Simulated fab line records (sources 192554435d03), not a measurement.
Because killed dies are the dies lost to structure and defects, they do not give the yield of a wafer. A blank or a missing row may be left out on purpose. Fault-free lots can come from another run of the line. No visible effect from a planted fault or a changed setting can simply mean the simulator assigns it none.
Which tool did it?    flow n5-finfet    36 wafers sampled from 12 lots at 1 step of a route of 1938

== WHAT THE GAUGES READ, wafer by wafer ==
N5_BEOL_M4_THK_MEAS_01.
lot   measured      on             M4_ILD_THK (nm)
L075  day 8 13:31   film-metro-02  79.1 78.8 80.2
L076  day 8 20:28   film-metro-02  78.7 77.9 79.0
L079  day 9 03:02   film-metro-02  78.2 78.1 79.4
L081  day 9 17:23   film-metro-01  78.4 78.7 79.9
L082  day 10 08:46  film-metro-02  76.8 77.9 78.6
L085  day 10 23:52  film-metro-01  78.6 79.4 78.0
L087  day 11 10:46  film-metro-02  78.7 79.8 78.9
L088  day 11 14:14  film-metro-01  78.1 77.9 79.4
L092  day 12 01:05  film-metro-02  77.7 77.4 78.2
L094  day 12 20:38  film-metro-01  77.9 78.2 78.5
L095  day 13 02:57  film-metro-02  78.4 77.7 79.1
L097  day 13 23:33  film-metro-01  77.3 78.8 78.4

== TOOL THAT RAN EACH LOT (tool first, then ch and the chambers of the sampled wafers, then the start) ==
The record shows no process step preceding these readings.

== THE ANSWER, worked out from the rows above alone ==
Rule: the usual values come from the lots themselves. The widest of any qualifying gaps counts: lots, ordered by their means at a reading, are off when they make up no more than a third of the lots, leave a main group of 4 or more, and stand apart from it by 3 or more times the standard deviation of that group's means. The tables above print the reading to a certain number of digits; a main group whose means all agree to those digits is not used. A lot without any number at a reading at which 4 lots or more have one is off too. Where the step has rows for the other lots, those lots are counted as sound.
Nothing can be told from this: no lot is off at any reading shown.

== WHAT HAD BEEN PUT IN BY THE SIMULATOR ==
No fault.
